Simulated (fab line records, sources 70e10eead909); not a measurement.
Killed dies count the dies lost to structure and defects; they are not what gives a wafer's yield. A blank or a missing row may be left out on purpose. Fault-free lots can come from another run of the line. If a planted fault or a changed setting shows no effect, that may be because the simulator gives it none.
Struck lot and sound lot, side by side || flow nandHarc || 32 out of 1159 route steps
Sound: these wafers, L936.3, L936.5, L936.6. Struck: wafer L940.6 (left out: L940.3, L940.5 of the same lot, which were not struck); the cause appears at the end.
Order at every step that has rows: each side's tool, ch and its chambers, its first start. Under that, the readings that differ: sound wafers || struck wafers || difference of the means || sigmas: that difference in standard deviations of wafers without a fault.
alike: a reading whose means differ by less than 2 such deviations, as well as words and numbers matching on both sides. not compared: withheld readings; readings where some wafer has no value; bounds like >300 that might hide an equal value; numbers whose values overlap and for which the record gives no deviation.
Wherever a step has rows on one side only, a row that says differs or no value, or a row with sigmas, the two part there. Numbers that have no deviation but don't overlap get no sigmas and don't part them. A reading missing from all wafers of one side parts the sides only when that side holds two or more wafers.

first, 5 steps without rows for these wafers: NHARC_A_ONON_D1_DEP_22 (target thk 1000 nm); NHARC_A_ONON_D1_DEP_25 (target thk 1000 nm); NHARC_A_ONON_D1_DEP_28 (target thk 1000 nm); NHARC_A_ONON_D1_DEP_33 (deposits SiO2, target thk 200 nm); NHARC_A_CHANNEL_HOLE_D1_DEP_00 (deposits aC, target thk 3100 nm).
NHARC_A_CHANNEL_HOLE_D1_DEP_01: deposits SiON, target thk 140 nm.
  sound on pecvd-01 ch 0,2, day 10 20:09; struck on pecvd-04 ch 0, day 11 09:42
{"reading": "susceptorTempC (C)", "sound": "400.04 400.15 400.22", "struck": 399.55, "difference": -0.59, "sigmas": -3}
  alike: heaterPowerW
then, 25 steps without rows for these wafers: NHARC_A_CHANNEL_HOLE_D1_DEHYDRATE_02 (time 120 s); NHARC_A_CHANNEL_HOLE_D1_HMDS_03 (time 30 s); NHARC_A_CHANNEL_HOLE_D1_COAT_36 (time 75 s); NHARC_A_CHANNEL_HOLE_D1_COAT_37 (time 65 s); NHARC_A_CHANNEL_HOLE_D1_COAT_04 (resist thk 90 nm); NHARC_A_CHANNEL_HOLE_D1_SOFTBAKE_05 (time 55 s); NHARC_A_CHANNEL_HOLE_D1_EBR_06; NHARC_A_CHANNEL_HOLE_D1_EXPOSE_07 (exposes mask HOLE D1, target cd 100 nm); NHARC_A_CHANNEL_HOLE_D1_PEB_08 (peb time 65 s); NHARC_A_CHANNEL_HOLE_D1_DEVELOP_09 (develop time 35 s); NHARC_A_CHANNEL_HOLE_D1_DESCUM_15 (chemistry O2, time 3 s); NHARC_A_CHANNEL_HOLE_D1_ETCH_38 (etches the open film in CF4, target depth 39 nm, time 65 s); NHARC_A_CHANNEL_HOLE_D1_ETCH_39 (etches the open film in N2/H2, target depth 260 nm, time 325 s); NHARC_A_CHANNEL_HOLE_D1_ETCH_34 (etches the open film in CF4/CHF3, target depth 154 nm, time 77 s); NHARC_A_CHANNEL_HOLE_D1_ETCH_16 (etches the open film in O2/COS, target depth 3100 nm, time 806 s); NHARC_A_CHANNEL_HOLE_D1_ETCH_19 (etches the open film in C4F8/O2/Ar, time 34.5 s); NHARC_A_CHANNEL_HOLE_D1_ETCH_20 (etches the open film in C4F8/O2/Ar, time 361.9 s, target depth 1600 nm); NHARC_A_CHANNEL_HOLE_D1_ETCH_21 (etches the open film in C4F8/O2/Ar, time 514.3 s, target depth 1600 nm); NHARC_A_CHANNEL_HOLE_D1_ETCH_22 (etches the open film in C4F8/O2/Ar, time 666.7 s, target depth 1600 nm); NHARC_A_CHANNEL_HOLE_D1_ETCH_23 (etches the open film in C4F8/O2/Ar, time 819 s, target depth 1600 nm); NHARC_A_CHANNEL_HOLE_D1_ETCH_24 (etches the open film in C4F8/O2/Ar, time 906.2 s, target depth 1500 nm); NHARC_A_CHANNEL_HOLE_D1_ETCH_25 (etches the open film in C4F8/O2/Ar, time 1040.2 s, target depth 1500 nm); NHARC_A_CHANNEL_HOLE_D1_ETCH_26 (etches the open film in C4F8/O2/Ar, time 224.1 s, target depth 300 nm); NHARC_A_CHANNEL_HOLE_D1_ETCH_33 (etches the open film in C4F8/O2/Ar, time 90 s, target depth 400 nm); NHARC_A_CHANNEL_HOLE_D1_STRIP_41 (strips in N2/H2).
-- record jumps: 11 days between struck wafers' starts before vs after; left off in module A_CHANNEL_HOLE_D1, resumes in module END, first step shown is number 1159 of the route --
NHARC_END_SORT_01:
  at this point the record logs the struck wafers (prober-01 ch 0, day 22 17:29) and has no rows for the sound ones

== WHERE THEY PART ==
First at NHARC_A_CHANNEL_HOLE_D1_DEP_01; last, within this record, at NHARC_END_SORT_01.

WHY: what had been put in by the simulator
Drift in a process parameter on pecvd-04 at NHARC_A_CHANNEL_HOLE_D1_DEP_01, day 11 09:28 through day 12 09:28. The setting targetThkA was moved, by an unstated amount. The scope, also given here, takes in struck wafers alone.
